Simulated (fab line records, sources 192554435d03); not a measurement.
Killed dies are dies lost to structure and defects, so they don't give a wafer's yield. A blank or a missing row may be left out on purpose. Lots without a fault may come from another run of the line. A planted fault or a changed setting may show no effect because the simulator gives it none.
Chamber matching | flow n5_finfet | N5_BEOL_M7_ETCH_72 on rie_diel-06: 4 sister chambers
The step etches underlayer in N2/H2, target depth 6.5 nm, time 5.2 s. 4 wafers are shown with their chamber, then 7 later ones without.

WAFERS WITH THEIR CHAMBER
wafer  | chamber | showerhead_plenum_p_Torr (Torr)
L115.3 | 1       | 2.61
L115.5 | 0       | 2.48
L122.2 | 2       | 2.41
L122.3 | 3       | 2.51

WAFERS WITHOUT THEIR CHAMBER
wafer  | showerhead_plenum_p_Torr (Torr)
L122.6 | 2.61
L126.1 | 2.41
L126.2 | 2.51
L126.3 | 2.47
L127.4 | 2.41
L127.5 | 2.51
L127.6 | 2.47

WHICH CHAMBER EACH WENT THROUGH
wafer  | from the rows above | in truth
L122.6 | 1                   | 1
L126.1 | 2                   | 2
L126.2 | 3                   | 3
L126.3 | 0                   | 0
L127.4 | 2                   | 2
L127.5 | 3                   | 3
L127.6 | 0                   | 0
Placed correctly: 7 of 7. Can't be placed from these rows: 0. Placed wrongly: 0.
How it was worked out, from the rows above alone: a wafer's distance from a chamber is the root of the sum, over the readings, of the square of ((its reading less the chamber's mean) divided by the reading's scatter). The wafer belongs to the nearest chamber; if the next one is less than 2 further off, it can't be placed. A chamber's mean is the mean of its shown wafers. The scatter: with one shown wafer a chamber, the root of the mean of the squares of how far each hidden wafer lies from its nearest shown one.
